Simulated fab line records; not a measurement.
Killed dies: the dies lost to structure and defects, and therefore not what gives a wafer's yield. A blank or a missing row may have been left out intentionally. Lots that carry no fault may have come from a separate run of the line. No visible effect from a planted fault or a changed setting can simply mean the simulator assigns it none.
fab line records    flow n5Finfet
[record] lots = 4  wafers = 12  lastDay = 16
route steps=1938 shown HKMG_FIN@409 BEOL_M4@1111 PASSIVATION@1936
lots untouched by any fault: they come from a run of this same line in which no faults occurred
startH: start of the lot's first displayed wafer, in hours after the record's first day    waitH: hours from the lot's prior step to this one    " the same as in the row above    L1.1+2: several wafers, shown together as one row    - no value, or no start given    * or withheld: withheld    < > ~ a bound
route shown NAME@n: a module of which the file shows steps, and the number in the route of the first    usual: the fault-free wafers' mean and standard deviation    same: alike in all rows    chamber/n: place in a boat    sites: each site's reading    _std_site: standard deviation across them    _edge_site: the outer-site mean with the inner-site mean subtracted    radiusMm: how far each site lies from the wafer's centre    mask NAME#n: copy n    behind: the most recent tool/chamber to have shaped the wafer    hold: why the lot was held/for how many hours/how that ended    device: the n, p or np transistor that did not switch    end of line: tests run on the same wafers once the route is complete    for a step that has no rows: nothing shown but its recipe    killed: the dies lost at the first sort to structure and to defects; this is not the yield of the wafer    map: a wafer's dies, marking killed ones x, the rest . and places with no die _
set.NAME: the run value of the setting; set.NAME@STEP: its run value at that earlier step    model.NAME: the simulator's own value behind a step, which no gauge read
lots seen at some steps along the route; tables by step, rows by wafer
services: when a tool's chamber went out of use (startH, in hours from the record's first day, below 0 if earlier), for how many hours, and the reason
[[steps]]
[step N5_HKMG_FIN_STRIP_60]
[recipe] chemistry = N2/H2  powerW = 2500  tempC = 300  h2Frac = 0.65  timeS = 360  pressureMtorr = withheld  n2FlowSccm = 1750  h2FlowSccm = 3250
[step N5_HKMG_FIN_WET_ETCH_77]
[recipe] chemistry = dHCl  mix = 1:10000  tempC = 25  target = La2O3  stopOn = HfO2  targetDepthNm = 2
[step N5_HKMG_FIN_WET_ETCH_78]
[recipe] chemistry = dNH4OH  mix = 1:50  tempC = 25  target = Al2O3  stopOn = La2O3  targetDepthNm = 4.5  dry = ipaMarangoni  rinseTimeS = 30  rinseTempC = 23
[step N5_HKMG_FIN_ALD_79]
[recipe] material = TiN  targetThkA = 15  tempC = 400  aldPrecursorFamily = TiCl4  aldCoReactant = NH3  pulseTimeS = 1  purgeTimeS = 3  coReactantPurgeTimeS = 2  coReactantPulseTimeS = 2  aldCycles = 68  pressureTorr = 3
[step N5_HKMG_FIN_CVD_62]
[recipe] material = a-Si  targetThkA = 30  tempC = 500  precursor = Si2H6  pressureTorr = 1  timeS = 20.8
[step N5_HKMG_FIN_RTA_80]
[recipe] tempC = withheld  timeS = 2  ambient = N2  idleTempC = 600  rampUpCPerS = 150  rampDownCPerS = 60  coolToC = 600
[step N5_HKMG_FIN_PRECLEAN_64]
[recipe] chemistry = dHF  timeS = 30  tempC = 25  dilution = withheld
[step N5_HKMG_FIN_WET_ETCH_65]
[recipe] chemistry = TMAH  tempC = 70  concWtPct = 5  target = a-Si  stopOn = TiN  timeS = 49  targetDepthNm = 3
[step N5_HKMG_FIN_WET_ETCH_81]
[recipe] chemistry = SC1  target = TiN  stopOn = HfO2  mix = 1:1:5  tempC = 60  timeS = 57  targetDepthNm = 6
[step N5_HKMG_FIN_WET_ETCH_82]
[recipe] chemistry = dHCl  mix = 1:10000  tempC = 25  target = La2O3  stopOn = HfO2  targetDepthNm = 2  dry = ipaMarangoni  rinseTimeS = 30  rinseTempC = 23
[step N5_HKMG_FIN_ALD_36]
[recipe] material = TiN  targetThkA = 10  tempC = 400  aldPrecursorFamily = TiCl4  aldCoReactant = NH3  pulseTimeS = 1  purgeTimeS = 3  coReactantPurgeTimeS = 2  coReactantPulseTimeS = 2  aldCycles = 47  pressureTorr = 3
[step N5_HKMG_FIN_PWFM_ALD_03]
[recipe] material = TiN  targetThkA = 20  tempC = 400  aldPrecursorFamily = TiCl4  aldCoReactant = NH3  pulseTimeS = 1  purgeTimeS = 3  coReactantPurgeTimeS = 2  coReactantPulseTimeS = 2  aldCycles = 91  pressureTorr = 3
[usual] aldCycles = 91/0  chamberPressureTorr = 3.000/0.0064  coReactantPurgeTimeS = 2/0  heaterPowerW = 902/73  precursorPulseHeightRel = 0.999/0.019
lot.wafer  tool         chamber  startH  waitH  aldCycles  chamberPressureTorr  coReactantPurgeTimeS  heaterPowerW  precursorPulseHeightRel
L443.2     aldMetal-02  3        73.26   0.0    91         3.004                2                     913           0.975
L443.3     "            2        "       "      91         2.992                2                     823           1.006
L443.6     "            0        "       "      91         2.999                2                     861           1.013
L450.1     aldMetal-02  1        116.64  0.0    -          -                    -                     -             -
L450.2     "            2        "       "      -          -                    -                     -             -
L450.5     "            3        "       "      -          -                    -                     -             -
L451.2     aldMetal-02  0        127.14  0.0    -          -                    -                     -             -
L451.3     "            3        "       "      -          -                    -                     -             -
L451.4     "            1        "       "      -          -                    -                     -             -
L459.1     aldMetal-03  0        169.78  0.0    91         2.989                2                     817           0.989
L459.5     "            3        "       "      91         3.002                2                     820           1.004
L459.6     "            0        "       "      91         2.995                2                     848           1.024
[step N5_HKMG_FIN_COAT_29]
[recipe] resist = SOC  tempC = 250  timeS = 60  spinRpm = 1500  resistThkNm = 300
[step N5_HKMG_FIN_COAT_30]
[recipe] resist = SiARC  tempC = 220  timeS = 60  spinRpm = 1500  resistThkNm = 35
[step N5_HKMG_FIN_COAT_06]
[recipe] resist = CAR-ArF  spinRpm = 1500  resistThkNm = 90
[step N5_HKMG_FIN_EBR_08]
[recipe] solvent = PGMEA  ebrWidthMm = 1.5
[step N5_HKMG_FIN_SOFTBAKE_07]
[recipe] tempC = 110  timeS = 60  resist = CAR-ArF
[step N5_HKMG_FIN_EXPOSE_09]
[recipe] maskId = NWFM  na = 1.35  sourceShape = conventional  sigmaOuter = 0.8  polarization = unpolarized  doseMj = 39.25
[step N5_HKMG_FIN_PEB_10]
[recipe] pebTempC = withheld  pebTimeS = 60  resist = CAR-ArF
[step N5_HKMG_FIN_DEVELOP_11]
[recipe] developTimeS = 30  developer = TMAH  resist = CAR-ArF  devTempC = 23  rinseLiquid = diw  dry = airSpin
[step N5_HKMG_FIN_DESCUM_17]
[recipe] chemistry = O2  timeS = 7.9  sourcePowerW = 50  biasPowerW = 20  pressureMtorr = 20  rfFrequencyHz = 2.712e+07  tempC = 40  resist = CAR-ArF  o2FlowSccm = 225
[step N5_HKMG_FIN_ETCH_31]
[recipe] chemistry = CF4  target = SiARC  targetDepthA = 455  maskMaterial = CAR-ArF  timeS = 75.8  ionEnergyEv = 80  pressureMtorr = 40  sourceW = 545  biasW = 36  Ar_flow_sccm = 100  cf4FlowSccm = 100  ends = cleared
[step N5_HKMG_FIN_ETCH_32]
[recipe] chemistry = N2/H2  target = SOC  targetDepthA = 2400  tempC = 40  timeS = 300  ionEnergyEv = 200  maskMaterial = SiARC  pressureMtorr = 30  sourceW = 840  biasW = 150  n2FlowSccm = 200  h2FlowSccm = 200
[step N5_HKMG_FIN_STRIP_33]
[recipe] chemistry = N2/H2  tempC = 40  n2FlowSccm = 200  h2FlowSccm = 200  rfFrequencyHz = 6e+07
[step N5_HKMG_FIN_STRIP_34]
[recipe] chemistry = CF4  resist = SiARC  powerW = 300  biasPowerW = 75  pressureMtorr = 50  cf4FlowSccm = 150  rfFrequencyHz = 6e+07
[step N5_HKMG_FIN_ETCH_35]
[recipe] chemistry = N2/H2  target = SOC  targetDepthA = 2158  ionEnergyEv = 65  biasW = 5  sourceW = 3000  timeS = 243.4  pressureMtorr = 30  n2FlowSccm = 200  h2FlowSccm = 200
[step N5_HKMG_FIN_STRIP_92]
[recipe] chemistry = N2/H2  material = SOC  timeS = 20  powerW = 500  tempC = 40  pressureMtorr = 50  rfFrequencyHz = 6e+07  biasPowerW = 8  h2Frac = 0.5  n2FlowSccm = 300  h2FlowSccm = 300
[step N5_HKMG_FIN_WET_ETCH_18]
[recipe] chemistry = SC1  target = TiN  mix = 1:1:5  tempC = *  timeS = 55  targetDepthNm = 5.2  dry = ipaMarangoni  rinseTimeS = 30  rinseTempC = 23
[step N5_HKMG_FIN_STRIP_19]
[recipe] chemistry = N2/H2  powerW = 2500  tempC = 300  h2Frac = 0.65  timeS = 360  pressureMtorr = withheld  n2FlowSccm = 1750  h2FlowSccm = 3250
[step N5_HKMG_FIN_ALD_91]
[recipe] material = TiN  targetThkA = 10  tempC = 400  aldPrecursorFamily = TiCl4  aldCoReactant = NH3  pulseTimeS = 1  purgeTimeS = 3  coReactantPurgeTimeS = 2  coReactantPulseTimeS = 2  aldCycles = 47  pressureTorr = 3
[step N5_HKMG_FIN_COAT_85]
[recipe] resist = SOC  tempC = 250  timeS = 60  spinRpm = 1500  resistThkNm = 300
[step N5_HKMG_FIN_ETCH_86]
[recipe] chemistry = N2/H2  target = SOC  targetDepthA = 3932  stopOn = TiN  ionEnergyEv = 100  biasW = 61  pressureMtorr = 30  sourceW = 850  n2FlowSccm = 200  h2FlowSccm = 200
[step N5_HKMG_FIN_STRIP_89]
[recipe] chemistry = N2/H2  material = SOC  timeS = 20  powerW = 500  tempC = 40  pressureMtorr = 50  rfFrequencyHz = 6e+07  biasPowerW = 8  h2Frac = 0.5  n2FlowSccm = 300  h2FlowSccm = 300
[step N5_HKMG_FIN_WET_ETCH_87]
[recipe] chemistry = SC1  target = TiN  mix = 1:2:40  tempC = 50  timeS = 154.2  targetDepthNm = 4.7  dry = ipaMarangoni  rinseTimeS = 30  rinseTempC = 23
[step N5_HKMG_FIN_STRIP_88]
[recipe] chemistry = N2/H2  powerW = 2500  tempC = 300  h2Frac = 0.65  timeS = 360  pressureMtorr = withheld  n2FlowSccm = 1750  h2FlowSccm = 3250
[step N5_HKMG_FIN_NWFM_ALD_20]
[recipe] material = TiAlC  targetThkA = 20  tempC = 300  aldPrecursorFamily = TiCl4  aldCoReactant = TEA  pulseTimeS = 3  purgeTimeS = 2  coReactantPurgeTimeS = 2  coReactantPulseTimeS = 10  aldCycles = 7  pressureTorr = 3
[step N5_HKMG_FIN_ALD_71]
[recipe] material = TiN  targetThkA = 10  tempC = 400  aldPrecursorFamily = TiCl4  aldCoReactant = NH3  pulseTimeS = 1  purgeTimeS = 3  coReactantPurgeTimeS = 2  coReactantPulseTimeS = 2  aldCycles = 47  pressureTorr = 3
[step N5_HKMG_FIN_COAT_66]
[recipe] resist = SOC  tempC = 250  timeS = 60  spinRpm = 1500  resistThkNm = 300
[step N5_BEOL_M4_RC_MEAS_101]
[usual] DIBL_N = 36.5/1.4  DIBL_P = 36.9/1.7  IOFF_N = 0.163/0.023  IOFF_P = 0.22/0.032  IOFF_P_85C = 3.8/0.46  IOFF_P_LIN = 0.102/0.012  IOFF_P_LONG = 0.000104/8.6e-06  ION_N = 673/9  ION_P = 462/7.5  SS_N = 71.6/0.54  SS_P = 73.4/0.62  VT_N = 249.8/2.8  VT_P = -250/3.5  VT_P_LONG = -275.5/3  VT_P_LVT = -98.8/2.9
lot.wafer  tool       chamber  startH  waitH  DIBL_N[mV/V]  DIBL_P[mV/V]  IOFF_N[nA/um]  IOFF_P[nA/um]  IOFF_P_85C[nA/um]  IOFF_P_LIN[nA/um]  IOFF_P_LONG[nA/um]  ION_N[uA/um]  ION_P[uA/um]  SS_N[mV/dec]  SS_P[mV/dec]  VT_N[mV]  VT_P[mV]  VT_P_LONG[mV]  VT_P_LVT[mV]
L443.2     prober-02  0        164.97  0.2    35.9          35.1          0.156          0.18           3.3                0.089              9.5e-05             663           451           71.7          72.9          250.4     -252      -280.9         -100.9
L443.3     "          0        "       "      37.0          37.3          0.178          0.21           3.7                0.099              9.8e-05             675           459           71.8          73.5          250.0     -251      -278.4         -98.8
L443.6     "          0        "       "      34.3          34.1          0.133          0.17           3.2                0.086              0.000101            666           458           71.4          72.7          249.7     -252      -278.8         -100.8
L450.1     prober-01  0        210.67  0.0    38.9          38.9          0.203          0.00           0.1                0.002              4e-05               691           297           72.4          74.7          245.2     -358      -385.2         -207.2
L450.2     "          0        "       "      34.2          33.7          0.127          0.00           0.1                0.002              4.3e-05             656           288           71.7          72.0          254.4     -365      -386.2         -212.3
L450.5     "          0        "       "      35.4          35.7          0.148          0.00           0.1                0.002              4e-05               670           296           71.7          72.7          247.3     -366      -385.9         -208.7
L451.2     prober-01  0        213.27  0.2    34.3          35.5          0.149          0.00           0.1                0.002              4.5e-05             677           303           72.3          73.1          248.2     -360      -378.4         -207.4
L451.3     "          0        "       "      35.8          37.1          0.162          0.00           0.1                0.002              4.5e-05             670           301           71.9          73.6          251.1     -357      -376.2         -208.3
L451.4     "          0        "       "      35.5          36.8          0.170          0.00           0.1                0.002              4.5e-05             676           302           72.5          73.2          248.0     -360      -381.8         -209.8
L459.1     prober-02  0        272.75  0.0    37.6          38.5          0.189          0.23           4.1                0.108              0.000112            686           463           72.4          73.5          245.7     -251      -271.7         -97.5
L459.5     "          0        "       "      35.5          35.7          0.147          0.20           3.5                0.097              0.000111            657           456           71.5          72.8          249.1     -250      -272.9         -98.9
L459.6     "          0        "       "      38.1          37.6          0.191          0.23           4.0                0.109              0.00011             664           456           72.3          73.9          246.6     -250      -273.6         -98.1
[step N5_PASSIVATION_PROBE_49]
[usual] defectLimitedYield = 91.2/1.4  killed_at_M0_to_M3 = 35/11  killed_at_M4_up = 12/4.2  killedAtContacts = 13/5.6  killedAtFrontEnd = 40/12  killedAtOther = 3.3/2.6  killedDies = 103/17  killedOpen = 68/12  killedShort = 34/7.6  sort_bin_5_function = 5.1/0.95  sort_bin_6_memory = 3.3/0.68  sort_bin_8_speed = 0.00/0.007  sortNPass = 1077/17  sortYieldPct = 91.2/1.4
[same] grossDies = 1180  killedAtBackSide = 0  sort_bin_4_leakage[%] = 0
lot.wafer  tool       chamber  startH  waitH  defectLimitedYield[%]  killed_at_M0_to_M3  killed_at_M4_up  killedAtContacts  killedAtFrontEnd  killedAtOther  killedDies  killedOpen  killedShort  sort_bin_5_function[%]  sort_bin_6_memory[%]  sort_bin_8_speed[%]  sortNPass  sortYieldPct[%]
L450.1     prober-02  -        305.98  0.0    93.3                   22                  13               10                34                0              79          56          23           4.2                     2.4                   93.31                0          0
L450.2     prober-02  -        306.03  0.1    90.7                   33                  15               14                46                2              110         69          37           5.4                     3.4                   90.68                0          0
L450.5     prober-02  -        306.18  0.2    91.2                   30                  20               13                38                3              104         70          34           4.7                     3.5                   91.19                0          0
L451.2     prober-01  -        319.40  0.1    94.2                   20                  12               12                21                3              68          42          25           3.3                     2.2                   94.24                0          0
L451.3     prober-01  -        319.45  0.1    91.4                   35                  10               12                44                1              102         63          39           5.3                     3.1                   91.36                0          0
L451.4     prober-01  -        319.50  0.2    90.6                   52                  3                6                 50                0              111         72          39           4.7                     4.4                   90.59                0          0
L459.1     prober-02  -        374.74  0.0    92.0                   31                  13               15                33                2              94          61          33           4.5                     3.0                   0                    1086       92.0
L459.5     prober-02  -        374.94  0.2    91.6                   39                  17               16                24                3              99          61          35           4.5                     3.6                   0                    1081       91.6
L459.6     prober-02  -        374.99  0.3    91.2                   47                  15               10                29                3              104         68          36           5.4                     3.2                   0                    1076       91.2
// killed by level:class
L450.1 BEOL_M1:geometricParticle:open=9 MOL_CONTACT_COAG:geometricParticle:open=8 GATE_CUT:geometricParticle:open=6 BEOL_M4:geometricParticle:open=6 FIN_SAQP:geometricParticle:open=5 STI_FIN_REVEAL:geometricParticle:open=5 BEOL_M0_SAQP:geometricParticle:short=5 FIN_SAQP:geometricParticle:short=4
L450.2 STI_FIN_REVEAL:geometricParticle:open=14 BEOL_M1:geometricParticle:open=11 MOL_CONTACT_COAG:geometricParticle:open=11 BEOL_M0_SAQP:geometricParticle:short=9 FIN_SAQP:geometricParticle:short=7 BEOL_M4:geometricParticle:open=7 BEOL_M0_SAQP:geometricParticle:open=6 DUMMY_GATE:geometricParticle:open=5
L450.5 STI_FIN_REVEAL:geometricParticle:open=13 BEOL_M4:geometricParticle:open=11 MOL_CONTACT_COAG:geometricParticle:open=10 BEOL_M0_SAQP:geometricParticle:short=8 BEOL_M3:geometricParticle:open=8 GATE_CUT:geometricParticle:short=6 DUMMY_GATE:geometricParticle:open=5 SPACER0:geometricParticle:open=5
L451.2 MOL_CONTACT_COAG:geometricParticle:open=11 DUMMY_GATE:geometricParticle:open=5 BEOL_M0_SAQP:geometricParticle:short=5 STI_FIN_REVEAL:geometricParticle:open=4 BEOL_M0_SAQP:geometricParticle:open=4 FIN_SAQP:geometricParticle:short=3 BEOL_M4:geometricParticle:short=3 BEOL_M2:geometricParticle:open=2
L451.3 BEOL_M1:geometricParticle:short=12 MOL_CONTACT_COAG:geometricParticle:open=11 STI_FIN_REVEAL:geometricParticle:open=8 GATE_CUT:geometricParticle:short=6 BEOL_M0_SAQP:geometricParticle:open=6 DUMMY_GATE:geometricParticle:open=5 BEOL_M3:geometricParticle:open=5 BEOL_M4:geometricParticle:open=5
L451.4 BEOL_M3:geometricParticle:open=15 FIN_SAQP:geometricParticle:open=13 STI_FIN_REVEAL:geometricParticle:open=11 FIN_SAQP:geometricParticle:short=10 BEOL_M0_SAQP:geometricParticle:open=10 BEOL_M0_SAQP:geometricParticle:short=7 BEOL_M1:geometricParticle:open=6 BEOL_M3:geometricParticle:short=5
L459.1 BEOL_M0_SAQP:geometricParticle:short=12 BEOL_M0_SAQP:geometricParticle:open=10 MOL_CONTACT_COAG:geometricParticle:open=9 FIN_SAQP:geometricParticle:open=8 DUMMY_GATE:geometricParticle:open=8 MOL_CONTACT_COAG:geometricParticle:short=6 STI_FIN_REVEAL:geometricParticle:open=5 BEOL_M4:geometricParticle:open=4
L459.5 MOL_CONTACT_COAG:geometricParticle:open=13 BEOL_M3:geometricParticle:open=10 BEOL_M0_SAQP:geometricParticle:short=9 BEOL_M0_SAQP:geometricParticle:open=8 GATE_CUT:geometricParticle:short=5 BEOL_M0:geometricParticle:open=4 BEOL_M4:geometricParticle:open=4 BEOL_M6:geometricParticle:open=4
L459.6 BEOL_M1:geometricParticle:open=13 BEOL_M0_SAQP:geometricParticle:open=9 BEOL_M3:geometricParticle:open=9 MOL_CONTACT_COAG:geometricParticle:open=8 BEOL_M0_SAQP:geometricParticle:short=7 GATE_CUT:geometricParticle:short=6 FIN_SAQP:geometricParticle:short=5 FIN_SAQP:geometricParticle:open=5
// map L450.2 (x killed, . not)
_________________............________________
______________......x..........._____________
___________.......xx....x..x.......__________
__________.......................x.._________
________..............x..............._______
_______.........x......x.......xx..x...______
______.x........x......................._____
_____........x.....x................x....____
____...x..........xx.....x..............x.___
___......x.........................x......x__
___x.....x.................................__
__....................x.x.............x....._
__..x...x.....x........xx.x................._
_............................x...........x...
_......................x................x....
_.........x..................x......x.......x
_.............x...................x.........x
_x......x....................x.........x....x
_.......x.........x.........x...x............
_....x......x.....x...................x.x..x.
_...........x.xxx.....x......................
__.....x.......xx.x....x.........x...x......_
__.....x..x...x..........x....x............._
___..x..................x...xx..x........x.__
___..x..x.............x....x...............__
____xx..x.........x.......................___
_____......x..x..........x...............____
______.......x..x.....................x._____
_______x.......xx.......x............x.______
________.........x............x......._______
__________...........x...x.........._________
___________........................__________
______________x...x............._____________
_________________............________________
// map L451.4 (x killed, . not)
_________________............________________
______________......xx.........._____________
___________...x............x.......__________
__________.....x.....x............x._________
________....x..x...........xx........._______
_______...x...x..........x..........x..______
______..........x.........x...x........._____
_____..xx.x...x..........x.....x.......x.____
____..............x.....x.................___
___.....x...........x..........x....x......__
___x..xx...........x......x......x.x.......__
__......x..x................................_
__........x............................x...._
_........x....x............x.x........x......
_..........x...............x...............xx
_...................x.x..........x...........
_.................x...x......................
_..x..x................x....x..x......x......
_.....x..............x...x.x............x.x..
_.......x......x.............................
_...............................x.......x....
__......................x..................._
__........x..........x.....x.......x........_
___...............x...........x............__
___.x.x...x..x.....x...........x...........__
____...x.x....x..............x....xx......___
_____....xx....x.x.......................____
______..........................x.x.x..._____
_______..............x.............x...______
________..........x..................x_______
__________...x..........x...xx..x..._________
___________x.......................__________
______________....x......xx....._____________
_________________............________________
[[services]]
tool         chamber  startH  hours  kind
aldMetal-02  2        79.18   7.7    repair
aldMetal-02  1        83.73   5.2    repair
aldMetal-03  1        113.25  24.0   repair
aldMetal-03  2        116.12  4.3    repair
aldMetal-03  2        139.43  27.2   repair
aldMetal-02  -        148.37  1.7    repair
[[key]]
[firstSign] step = N5_HKMG_FIN_PWFM_ALD_03  reading = toolRecord  direction = missing
[effect] step = N5_BEOL_M4_RC_MEAS_101  reading = VT_P_LVT  direction = down  sigmas = 38  usual = -98.8  struck = -208.9
[effect] step = N5_BEOL_M4_RC_MEAS_101  reading = VT_P_LONG  direction = down  sigmas = 36  usual = -275.5  struck = -382.3
[effect] step = N5_BEOL_M4_RC_MEAS_101  reading = VT_P  direction = down  sigmas = 32  usual = -250  struck = -361
[effect] step = N5_BEOL_M4_RC_MEAS_101  reading = ION_P  direction = down  sigmas = 22  usual = 462  struck = 298
[effect] step = N5_BEOL_M4_RC_MEAS_101  reading = IOFF_P_LIN  direction = down  sigmas = 8.2  usual = 0.102  struck = 0.002
[effect] step = N5_BEOL_M4_RC_MEAS_101  reading = IOFF_P_85C  direction = down  sigmas = 7.9  usual = 3.8  struck = 0.1
[effect] step = N5_BEOL_M4_RC_MEAS_101  reading = IOFF_P_LONG  direction = down  sigmas = 7.2  usual = 0.000104  struck = 4.3e-05
[effect] step = N5_BEOL_M4_RC_MEAS_101  reading = IOFF_P  direction = down  sigmas = 6.7  usual = 0.22  struck = 0.00
[effect] step = N5_PASSIVATION_PROBE_49  reading = sort_bin_8_speed  direction = up  sigmas = 99+  usual = 0.00  struck = 91.89
metAt N5_HKMG_FIN_PWFM_ALD_03
struckWafers L450.1,L450.2,L450.5,L451.2,L451.3,L451.4
onsetBetween 73.26 116.64
[fault] kind = skippedStepWhole  tool = aldMetal-02  chamber = -  onsetH = 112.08  steps = N5_HKMG_FIN_PWFM_ALD_03  scope = struckLotsOnly
